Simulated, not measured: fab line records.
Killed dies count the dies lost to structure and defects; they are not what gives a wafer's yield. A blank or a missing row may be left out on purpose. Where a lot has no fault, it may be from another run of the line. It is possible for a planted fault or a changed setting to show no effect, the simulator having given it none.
Which tool is to blame?    flow nandHarc    Sampling: 14 lots, 42 wafers, 5 of 1302 route steps

WHAT THE GAUGES READ, wafer by wafer
NHARC_THIN_TSV_CD_MEAS_12: target cd 1000 nm. Usual: cdNm reads 999.7 nm (standard deviation 1.9).
lot   measured      on        cdNm (nm)             flag
L619  day 24 10:27  cdSem-02  1003.4 1001.1 1000.4  
L622  day 25 11:06  cdSem-03  999.7 996.9 998.8     
L623  day 28 09:26  cdSem-02  1002.1 999.2 999.2    
L627  day 27 22:07  cdSem-02  997.0 996.7 1000.1    
L628  day 30 01:22  cdSem-03  998.0 1000.3 997.7    
L625  day 29 03:19  cdSem-01  1003.1 1000.7 1000.0  
L624  day 30 05:39  cdSem-01  997.0 996.1 999.0     
L632  day 30 13:10  cdSem-02  999.1 998.7 1002.3    
L634  day 30 19:21  cdSem-02  999.2 996.3 998.7     
L635  day 30 18:01  cdSem-01  997.3 1001.8 997.5    
L636  day 30 23:26  cdSem-03  998.5 996.3 998.4     
L639  day 32 04:20  cdSem-02  1000.8 1003.1 999.9   
L640  day 33 07:45  cdSem-03  1001.0 999.9 1000.3   
L642  day 35 03:21  cdSem-01  997.7 999.4 1003.3    

NHARC_END_SORT_01. Usual: killedAtArray 54, standard deviation 18; killedAtOther 0.9, standard deviation 1.2; killedAtPeriphery 4.4, standard deviation 2.9; killedDies 59, standard deviation 18; killedOpen 3.2, standard deviation 1.8; killedShort 2.6, standard deviation 1.8.
lot   measured      on         killedAtArray  killedAtOther  killedAtPeriphery  killedDies  killedOpen  killedShort  flag
L624  day 31 00:22  prober-02  48 106 108     1 1 1          6 2 1              55 109 110  2 2 0       3 0 0        
L632  day 31 08:12  prober-02  119 43 113     0 1 0          6 2 3              125 46 116  4 3 2       2 1 1        
L635  day 31 16:09  prober-01  47 114 124     3 0 1          6 4 5              56 118 130  3 4 2       6 2 2        

EACH LOT AND THE TOOL THAT RAN IT (in order: tool; ch and the chambers of the sampled wafers; start)
lot   NHARC_A_STAIRCASE_DEP_322        NHARC_THIN_TSV_DEGAS_53      NHARC_THIN_TSV_PRE_CLEAN_54
L619  pecvd-03 ch 0,1, day 18 19:19    pvdSputter-02, day 24 15:14  pvdSputter-02, day 24 15:19
L622  pecvd-01 ch 0,1,2, day 19 16:22  pvdSputter-03, day 25 15:55  pvdSputter-03, day 25 16:02
L623  pecvd-03 ch 1,2, day 22 02:04    pvdSputter-03, day 28 14:14  pvdSputter-03, day 28 14:18
L627  pecvd-02 ch 0,1, day 22 02:12    pvdSputter-01, day 28 02:53  pvdSputter-01, day 28 02:56
L628  pecvd-03 ch 1,2, day 22 22:38    pvdSputter-02, day 30 06:25  pvdSputter-02, day 30 06:29
L625  pecvd-02 ch 1,2, day 22 22:58    pvdSputter-01, day 29 08:03  pvdSputter-01, day 29 08:07
L624  pecvd-03 ch 0,2, day 23 17:52    pvdSputter-02, day 30 11:17  pvdSputter-02, day 30 11:22
L632  pecvd-03 ch 0,2, day 23 18:26    pvdSputter-01, day 30 18:01  pvdSputter-01, day 30 18:04
L634  pecvd-01 ch 0,2, day 24 05:47    pvdSputter-02, day 31 00:17  pvdSputter-02, day 31 00:21
L635  pecvd-03 ch 0,2, day 24 14:16    pvdSputter-03, day 30 22:52  pvdSputter-03, day 30 22:56
L636  pecvd-02 ch 1,2, day 24 14:22    pvdSputter-03, day 31 04:26  pvdSputter-03, day 31 04:29
L639  pecvd-01 ch 0,1,2, day 25 22:55  pvdSputter-02, day 32 09:04  pvdSputter-02, day 32 09:09
L640  pecvd-02 ch 0,2, day 27 12:01    pvdSputter-02, day 33 12:29  pvdSputter-02, day 33 12:33
L642  pecvd-02 ch 0,1, day 29 07:57    pvdSputter-03, day 35 08:13  pvdSputter-03, day 35 08:19
- NHARC_A_STAIRCASE_DEP_322: deposits SiO2, target thk 7200 nm.
- NHARC_THIN_TSV_DEGAS_53: time 60 s.
- NHARC_THIN_TSV_PRE_CLEAN_54: time 30 s.

AS READ BY THE TOOLS THEMSELVES (means over the sampled wafers that have a number; for cases with no such wafer, the mark the record gives instead)
NHARC_A_STAIRCASE_DEP_322. Usual: heaterPowerW reads 666 W (standard deviation 80).
lot   tool      heaterPowerW (W)  flag
L619  pecvd-03  673               
L622  pecvd-01  595               
L623  pecvd-03  692               
L627  pecvd-02  686               
L628  pecvd-03  719               
L625  pecvd-02  651               
L624  pecvd-03  697               
L632  pecvd-03  694               
L634  pecvd-01  648               
L635  pecvd-03  736               
L636  pecvd-02  650               
L639  pecvd-01  679               
L640  pecvd-02  619               
L642  pecvd-02  647               

NHARC_THIN_TSV_DEGAS_53. Usual: heaterPowerW reads 479 W (standard deviation 37).
lot   tool           heaterPowerW (W)  flag
L619  pvdSputter-02  457               
L622  pvdSputter-03  493               
L623  pvdSputter-03  513               
L627  pvdSputter-01  510               
L628  pvdSputter-02  438               
L625  pvdSputter-01  493               
L624  pvdSputter-02  454               
L632  pvdSputter-01  507               
L634  pvdSputter-02  448               
L635  pvdSputter-03  496               
L636  pvdSputter-03  488               
L639  pvdSputter-02  451               
L640  pvdSputter-02  474               
L642  pvdSputter-03  476               

NHARC_THIN_TSV_PRE_CLEAN_54. Usual: heaterPowerW reads 421 W (standard deviation 36).
lot   tool           heaterPowerW (W)  flag
L619  pvdSputter-02  395               
L622  pvdSputter-03  451               
L623  pvdSputter-03  478               
L627  pvdSputter-01  461               
L628  pvdSputter-02  394               
L625  pvdSputter-01  455               
L624  pvdSputter-02  390               
L632  pvdSputter-01  437               
L634  pvdSputter-02  391               
L635  pvdSputter-03  440               
L636  pvdSputter-03  467               
L639  pvdSputter-02  392               
L640  pvdSputter-02  373               
L642  pvdSputter-03  437               

THE ANSWER, worked out from the rows above alone
Rule: a lot counts as off when the mean over its wafers that have a number is more than 3 standard deviations away from the usual mean. Also off: a lot with no number at a reading for which 4 or more lots have one. Where the step has rows for the other lots, those lots are counted as sound. The gauges are gone through in route order, then the tools' own readings, and for those a lot's mean is taken as printed above. The first step at which some lot is off is used, and at that step the reading that is off furthest; a lot without a number counts as furthest.
None of the lots is off at any reading shown; this tells nothing.

WHAT THE SIMULATOR PUT IN
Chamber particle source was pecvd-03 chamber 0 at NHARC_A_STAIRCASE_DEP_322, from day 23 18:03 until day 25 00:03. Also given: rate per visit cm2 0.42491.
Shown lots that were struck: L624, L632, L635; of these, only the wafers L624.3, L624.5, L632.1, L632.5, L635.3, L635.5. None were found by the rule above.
